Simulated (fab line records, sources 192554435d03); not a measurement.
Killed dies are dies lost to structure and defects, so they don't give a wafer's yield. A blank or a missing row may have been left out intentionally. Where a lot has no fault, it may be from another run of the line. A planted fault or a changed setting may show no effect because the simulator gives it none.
Split-lot study || flow n5_finfet || route with 1938 steps; 7 lots, 39 wafers read

== ABOUT THE SPLIT ==
At N5_GATE_CUT_ETCH_58 (etches SiNx in CH3F/O2, target depth 17 nm, time 128.6 s), the setting bias_w was moved away from the recipe's 21 W on 15 of the 39 wafers read, by -19.0% to +19.1%. All remaining wafers had this setting at the recipe value.

The split's own step is where the reading is taken.

== THE READING ==
rf_vpp_V, in V, at N5_GATE_CUT_ETCH_58 (etches SiNx in CH3F/O2, target depth 17 nm, time 128.6 s). Fault-free wafers of this fab line usually give 99.3 V, standard deviation 1.1 V.

{"wafer": "L078.1", "tool, chamber at the split": "rie_diel-06, 2", "bias_w as run, W": 21, "against the recipe": "recipe", "rf_vpp_V, V": 100.0, "against lot-mates on the recipe": "-"}
{"wafer": "L078.2", "tool, chamber at the split": "rie_diel-06, 0", "bias_w as run, W": 21, "against the recipe": "recipe", "rf_vpp_V, V": 99.9, "against lot-mates on the recipe": "-"}
{"wafer": "L078.3", "tool, chamber at the split": "rie_diel-06, 1", "bias_w as run, W": 25.02, "against the recipe": "+19.1%", "rf_vpp_V, V": 113.2, "against lot-mates on the recipe": "+13.1"}
{"wafer": "L078.4", "tool, chamber at the split": "rie_diel-06, 3", "bias_w as run, W": 25.02, "against the recipe": "+19.1%", "rf_vpp_V, V": 109.5, "against lot-mates on the recipe": "+9.4"}
{"wafer": "L078.5", "tool, chamber at the split": "rie_diel-06, 1", "bias_w as run, W": 21, "against the recipe": "recipe", "rf_vpp_V, V": 100.3, "against lot-mates on the recipe": "-"}
{"wafer": "L078.6", "tool, chamber at the split": "rie_diel-06, 0", "bias_w as run, W": 25.02, "against the recipe": "+19.1%", "rf_vpp_V, V": 112.7, "against lot-mates on the recipe": "+12.6"}
{"wafer": "L081.2", "tool, chamber at the split": "rie_diel-02, 3", "bias_w as run, W": 21, "against the recipe": "recipe", "rf_vpp_V, V": 99.2, "against lot-mates on the recipe": "-"}
{"wafer": "L081.3", "tool, chamber at the split": "rie_diel-02, 2", "bias_w as run, W": 21, "against the recipe": "recipe", "rf_vpp_V, V": 98.3, "against lot-mates on the recipe": "-"}
{"wafer": "L081.4", "tool, chamber at the split": "rie_diel-02, 1", "bias_w as run, W": 21, "against the recipe": "recipe", "rf_vpp_V, V": 98.0, "against lot-mates on the recipe": "-"}
{"wafer": "L082.1", "tool, chamber at the split": "rie_diel-03, 1", "bias_w as run, W": 21, "against the recipe": "recipe", "rf_vpp_V, V": 98.8, "against lot-mates on the recipe": "-"}
{"wafer": "L082.2", "tool, chamber at the split": "rie_diel-03, 3", "bias_w as run, W": 21, "against the recipe": "recipe", "rf_vpp_V, V": 100.3, "against lot-mates on the recipe": "-"}
{"wafer": "L082.3", "tool, chamber at the split": "rie_diel-03, 0", "bias_w as run, W": 21, "against the recipe": "recipe", "rf_vpp_V, V": 97.7, "against lot-mates on the recipe": "-"}
{"wafer": "L082.4", "tool, chamber at the split": "rie_diel-03, 2", "bias_w as run, W": 21, "against the recipe": "recipe", "rf_vpp_V, V": 100.4, "against lot-mates on the recipe": "-"}
{"wafer": "L082.5", "tool, chamber at the split": "rie_diel-03, 2", "bias_w as run, W": 21, "against the recipe": "recipe", "rf_vpp_V, V": 99.2, "against lot-mates on the recipe": "-"}
{"wafer": "L082.6", "tool, chamber at the split": "rie_diel-03, 3", "bias_w as run, W": 21, "against the recipe": "recipe", "rf_vpp_V, V": 100.0, "against lot-mates on the recipe": "-"}
{"wafer": "L083.1", "tool, chamber at the split": "rie_diel-06, 2", "bias_w as run, W": 23.96, "against the recipe": "+14.1%", "rf_vpp_V, V": 109.5, "against lot-mates on the recipe": "+9.7"}
{"wafer": "L083.2", "tool, chamber at the split": "rie_diel-06, 1", "bias_w as run, W": 23.96, "against the recipe": "+14.1%", "rf_vpp_V, V": 109.5, "against lot-mates on the recipe": "+9.7"}
{"wafer": "L083.3", "tool, chamber at the split": "rie_diel-06, 0", "bias_w as run, W": 23.96, "against the recipe": "+14.1%", "rf_vpp_V, V": 107.6, "against lot-mates on the recipe": "+7.8"}
{"wafer": "L083.4", "tool, chamber at the split": "rie_diel-06, 3", "bias_w as run, W": 21, "against the recipe": "recipe", "rf_vpp_V, V": 99.4, "against lot-mates on the recipe": "-"}
{"wafer": "L083.5", "tool, chamber at the split": "rie_diel-06, 1", "bias_w as run, W": 21, "against the recipe": "recipe", "rf_vpp_V, V": 99.2, "against lot-mates on the recipe": "-"}
{"wafer": "L083.6", "tool, chamber at the split": "rie_diel-06, 2", "bias_w as run, W": 21, "against the recipe": "recipe", "rf_vpp_V, V": 100.7, "against lot-mates on the recipe": "-"}
{"wafer": "L092.1", "tool, chamber at the split": "rie_diel-06, 1", "bias_w as run, W": 21, "against the recipe": "recipe", "rf_vpp_V, V": 99.9, "against lot-mates on the recipe": "-"}
{"wafer": "L092.2", "tool, chamber at the split": "rie_diel-06, 2", "bias_w as run, W": 21, "against the recipe": "recipe", "rf_vpp_V, V": 100.7, "against lot-mates on the recipe": "-"}
{"wafer": "L092.3", "tool, chamber at the split": "rie_diel-06, 3", "bias_w as run, W": 17, "against the recipe": "-19.0%", "rf_vpp_V, V": 85.3, "against lot-mates on the recipe": -14.9}
{"wafer": "L092.4", "tool, chamber at the split": "rie_diel-06, 0", "bias_w as run, W": 17, "against the recipe": "-19.0%", "rf_vpp_V, V": 87.8, "against lot-mates on the recipe": -12.4}
{"wafer": "L092.5", "tool, chamber at the split": "rie_diel-06, 1", "bias_w as run, W": 21, "against the recipe": "recipe", "rf_vpp_V, V": 99.9, "against lot-mates on the recipe": "-"}
{"wafer": "L092.6", "tool, chamber at the split": "rie_diel-06, 2", "bias_w as run, W": 17, "against the recipe": "-19.0%", "rf_vpp_V, V": 87.6, "against lot-mates on the recipe": -12.6}
{"wafer": "L094.1", "tool, chamber at the split": "rie_diel-06, 2", "bias_w as run, W": 21, "against the recipe": "recipe", "rf_vpp_V, V": 99.4, "against lot-mates on the recipe": "-"}
{"wafer": "L094.2", "tool, chamber at the split": "rie_diel-06, 0", "bias_w as run, W": 21, "against the recipe": "recipe", "rf_vpp_V, V": 99.3, "against lot-mates on the recipe": "-"}
{"wafer": "L094.3", "tool, chamber at the split": "rie_diel-06, 3", "bias_w as run, W": 17.36, "against the recipe": "-17.3%", "rf_vpp_V, V": 86.8, "against lot-mates on the recipe": -12.8}
{"wafer": "L094.4", "tool, chamber at the split": "rie_diel-06, 1", "bias_w as run, W": 17.36, "against the recipe": "-17.3%", "rf_vpp_V, V": 87.9, "against lot-mates on the recipe": -11.7}
{"wafer": "L094.5", "tool, chamber at the split": "rie_diel-06, 1", "bias_w as run, W": 21, "against the recipe": "recipe", "rf_vpp_V, V": 100.1, "against lot-mates on the recipe": "-"}
{"wafer": "L094.6", "tool, chamber at the split": "rie_diel-06, 0", "bias_w as run, W": 17.36, "against the recipe": "-17.3%", "rf_vpp_V, V": 87.7, "against lot-mates on the recipe": -11.9}
{"wafer": "L097.1", "tool, chamber at the split": "rie_diel-02, 1", "bias_w as run, W": 21, "against the recipe": "recipe", "rf_vpp_V, V": 99.1, "against lot-mates on the recipe": "-"}
{"wafer": "L097.2", "tool, chamber at the split": "rie_diel-02, 2", "bias_w as run, W": 21, "against the recipe": "recipe", "rf_vpp_V, V": 97.7, "against lot-mates on the recipe": "-"}
{"wafer": "L097.3", "tool, chamber at the split": "rie_diel-02, 3", "bias_w as run, W": 24.21, "against the recipe": "+15.3%", "rf_vpp_V, V": 109.5, "against lot-mates on the recipe": "+11.3"}
{"wafer": "L097.4", "tool, chamber at the split": "rie_diel-02, 1", "bias_w as run, W": 24.21, "against the recipe": "+15.3%", "rf_vpp_V, V": 107.3, "against lot-mates on the recipe": "+9.1"}
{"wafer": "L097.5", "tool, chamber at the split": "rie_diel-02, 2", "bias_w as run, W": 21, "against the recipe": "recipe", "rf_vpp_V, V": 97.8, "against lot-mates on the recipe": "-"}
{"wafer": "L097.6", "tool, chamber at the split": "rie_diel-02, 3", "bias_w as run, W": 24.21, "against the recipe": "+15.3%", "rf_vpp_V, V": 109.1, "against lot-mates on the recipe": "+10.9"}

FIT RESULTS
A straight line over all 39 wafers: rf_vpp_V changes by +0.655 V for each +1% of bias_w; r = +0.99; the points scatter about the line by 1 V.
The same after taking each lot's own level away (the mean of its wafers on the recipe; 39 wafers): +0.669 V for each +1%; r = +0.99; scatter 0.93 V.
On that fit, the largest move of bias_w shifts the reading by 13 V.
The lots' own levels span 98.20 to 100.17 V, that is 1.8 times the standard deviation above.
The two slopes are in agreement: the lot-to-lot level therefore moves the slope only a little.
Check: +12.6 V against its lot-mates is what the line predicts for one of the wafers moved furthest among these (+19.1%) when that wafer is left out of the fit. Against them it came out at +13.1 V.
Tool readings at the split's step, against how far the setting was moved: rf_vpp_V r = +0.99.

== FURTHER SPLITS ON THESE WAFERS ==
Other splits were also applied to these wafers ahead of the reading. Each is held against what the fit with the lots' levels taken away leaves over:
{"other split on the same wafers": "N5_DUMMY_GATE_ETCH_37 source_w", "wafers away from the commonest value": 12, "r with rf_vpp_V (lot level and that fit taken away)": -0.02}
{"other split on the same wafers": "N5_SD_EPI_N_LINER_46 target_thk_a", "wafers away from the commonest value": 15, "r with rf_vpp_V (lot level and that fit taken away)": "+0.30"}
{"other split on the same wafers": "N5_HKMG_FIN_ETCH_54 source_w", "wafers away from the commonest value": 9, "r with rf_vpp_V (lot level and that fit taken away)": -0.16}

== THE WHOLE CHAIN: every reading that the file lists as answering this split, in the file's order ==
{"step": "N5_GATE_CUT_ETCH_58", "what it does": "etches SiNx in CH3F/O2, target depth 17 nm, time 128.6 s", "reading": "rf_vpp_V", "change (the file's fit)": "+0.667 V for each +1% of the setting", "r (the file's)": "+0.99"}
{"step": "N5_GATE_CUT_ETCH_58", "what it does": "etches SiNx in CH3F/O2, target depth 17 nm, time 128.6 s", "reading": "etch.depth_nm (the simulator's own value, which no gauge read)", "change (the file's fit)": "+0.0686 nm for each +1% of the setting", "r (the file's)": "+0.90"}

== THE FILE'S OWN FIT ==
rf_vpp_V changes by +0.667 V for each +1% of bias_w, r = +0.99.
